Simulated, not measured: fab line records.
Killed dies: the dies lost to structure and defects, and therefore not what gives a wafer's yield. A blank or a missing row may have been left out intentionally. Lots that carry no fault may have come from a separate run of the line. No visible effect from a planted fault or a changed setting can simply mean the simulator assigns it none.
Matching of chambers + flow nand_harc + 4 sister chambers for NHARC_A_CHANNEL_FILL_D2_ETCHBACK_19 on rie_si-04
The step etches the open film in HBr/Cl2, target depth 5 nm, time 1.7 s. 20 wafers are shown with their chamber, then 10 later ones without.

WAFERS, EACH WITH ITS CHAMBER
| wafer  | chamber | drypump_motor_current_A (A) | oes_product_au (a.u.) | throttle_valve_pct (%) |
|--------|---------|-----------------------------|-----------------------|------------------------|
| L076.1 | 3       | 6.3                         | 0.987                 | 26.411                 |
| L076.4 | 1       | 6.1                         | 0.988                 | 26.408                 |
| L076.5 | 0       | 6.2                         | 0.980                 | 26.402                 |
| L080.4 | 3       | 6.3                         | 1.016                 | 26.404                 |
| L080.5 | 2       | 5.2                         | 0.998                 | 26.399                 |
| L080.6 | 1       | 6.1                         | 1.009                 | 26.403                 |
| L083.1 | 2       | 5.3                         | 0.997                 | 26.418                 |
| L083.3 | 3       | 6.3                         | 1.010                 | 26.402                 |
| L083.6 | 3       | 6.3                         | 1.010                 | 26.405                 |
| L081.2 | 3       | 6.3                         | 1.000                 | 26.394                 |
| L081.4 | 1       | 6.1                         | 1.018                 | 26.439                 |
| L081.5 | 1       | 6.1                         | 1.010                 | 26.393                 |
| L084.2 | 3       | 6.3                         | 1.010                 | 26.403                 |
| L084.5 | 0       | 6.2                         | 1.001                 | 26.404                 |
| L084.6 | 3       | 6.3                         | 1.013                 | 26.390                 |
| L086.1 | 2       | 5.2                         | 0.996                 | 26.419                 |
| L086.2 | 3       | 6.3                         | 1.008                 | 26.421                 |
| L086.5 | 1       | 6.1                         | 1.008                 | 26.404                 |
| L087.1 | 0       | 6.2                         | 0.993                 | 26.399                 |
| L087.2 | 2       | 5.2                         | 0.993                 | 26.412                 |

SIGNATURES (averages over the wafers above)
| reading                 | chamber 0 | chamber 1 | chamber 2 | chamber 3 | scatter within a chamber |
|-------------------------|-----------|-----------|-----------|-----------|--------------------------|
| drypump_motor_current_A | 6.200     | 6.100     | 5.225     | 6.300     | 0.0217                   |
| oes_product_au          | 0.99133   | 1.00660   | 0.99600   | 1.00675   | 0.00911                  |
| throttle_valve_pct      | 26.40167  | 26.40940  | 26.41200  | 26.40375  | 0.0115                   |
Rule: distance of a wafer from a chamber = root of the sum over the readings of ((wafer's reading minus chamber's mean) / reading's scatter) squared. If the next closest chamber is less than 2 further off than the closest, the wafer can't be placed; otherwise it belongs to the closest. How the scatter is found: for the shown wafers, subtract from each reading the mean of its chamber, square and add these, divide the total by (wafers less chambers), then take the root.

WAFERS WITH NO CHAMBER GIVEN
| wafer  | drypump_motor_current_A (A) | oes_product_au (a.u.) | throttle_valve_pct (%) |
|--------|-----------------------------|-----------------------|------------------------|
| L087.6 | 6.2                         | 0.985                 | 26.411                 |
| L088.2 | 5.2                         | 1.001                 | 26.391                 |
| L088.3 | 6.3                         | 1.010                 | 26.391                 |
| L088.6 | 6.1                         | 1.011                 | 26.419                 |
| L092.1 | 5.3                         | 1.001                 | 26.412                 |
| L092.2 | 6.3                         | 0.987                 | 26.403                 |
| L092.4 | 6.1                         | 1.001                 | 26.403                 |
| L097.1 | 6.3                         | 1.006                 | 26.405                 |
| L097.3 | 5.3                         | 0.996                 | 26.394                 |
| L097.4 | 6.3                         | 0.996                 | 26.417                 |

WHICH CHAMBER EACH ONE RAN IN
| wafer  | from the rows above | in truth                   |
|--------|---------------------|----------------------------|
| L087.6 | 0                   | 0                          |
| L088.2 | 2                   | 2                          |
| L088.3 | 3                   | 3                          |
| L088.6 | 1                   | 1                          |
| L092.1 | 2                   | 2                          |
| L092.2 | 3                   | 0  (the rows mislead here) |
| L092.4 | 1                   | 1                          |
| L097.1 | 3                   | 3                          |
| L097.3 | 2                   | 2                          |
| L097.4 | 3                   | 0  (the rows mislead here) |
8 of 10 placed correctly. Left unplaced by these rows: 0. 2 placed wrongly.
